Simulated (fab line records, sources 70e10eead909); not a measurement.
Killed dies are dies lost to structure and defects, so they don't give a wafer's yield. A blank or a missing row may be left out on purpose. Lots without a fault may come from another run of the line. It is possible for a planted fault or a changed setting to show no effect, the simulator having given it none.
What tool caused it?    flow nandHarc    Sampling: 12 lots, 36 wafers, 2 of 1302 route steps

WHAT THE GAUGES SHOWED, per wafer
NHARC_A_M0_THK_MEAS_24: measures by xrf.
lot   measured      on            thkNm (nm)
L077  day 23 17:40  filmMetro-01  115.8 117.1 113.9
L076  day 23 23:11  filmMetro-01  112.6 111.4 112.8
L079  day 24 21:46  filmMetro-01  115.1 112.5 111.0
L081  day 26 00:29  filmMetro-02  112.0 114.8 113.6
L083  day 26 12:55  filmMetro-02  114.0 112.8 114.2
L086  day 26 20:04  filmMetro-01  111.8 111.3 108.0
L087  day 28 09:40  filmMetro-01  111.0 113.6 110.7
L089  day 28 15:17  filmMetro-02  114.5 112.9 113.3
L093  day 30 09:28  filmMetro-01  115.1 114.5 110.9
L091  day 30 13:14  filmMetro-02  115.2 112.0 114.9
L095  day 31 18:34  filmMetro-02  115.0 113.8 116.1
L097  day 32 03:43  filmMetro-02  115.3 112.4 113.2

WHAT TOOL EACH LOT RAN ON (gives the tool, then ch and the chambers of the sampled wafers, and finally the start)
lot   NHARC_A_M0_DESCUM_14
L077  rieDiel-05 ch 0,1,3, day 23 15:19
L076  rieDiel-06 ch 0,1,3, day 23 20:52
L079  rieDiel-05 ch 1,3, day 24 19:26
L081  rieDiel-05 ch 0,2,3, day 25 22:08
L083  rieDiel-06 ch 0,1,2, day 26 10:37
L086  rieDiel-05 ch 0,2,3, day 26 17:46
L087  rieDiel-06 ch 2,3, day 28 07:20
L089  rieDiel-06 ch 1,2, day 28 12:54
L093  rieDiel-06 ch 0,2,3, day 30 07:08
L091  rieDiel-05 ch 0,3, day 30 10:55
L095  rieDiel-06 ch 2,3, day 31 16:16
L097  rieDiel-06 ch 2,3, day 32 01:11
- NHARC_A_M0_DESCUM_14: chemistry O2, time 3 s.

THE ANSWER, worked out from the rows above alone
Rule: the lots themselves supply what counts as usual. Put in order of their means at a reading, lots are off if they are a third of the lots or fewer, leave a main group of 4 or more, and stand apart from it by a gap of 3 or more times the standard deviation of the main group's means; of several such gaps the widest counts. The tables above print the reading to a certain number of digits; a main group whose means all agree to those digits is not used. A lot without any number at a reading at which 4 lots or more have one is off too. All remaining lots with rows at the step are treated as sound.
No lot is off on any of the readings shown, so nothing can be concluded from this.

WHAT THE SIMULATOR HAD INSERTED
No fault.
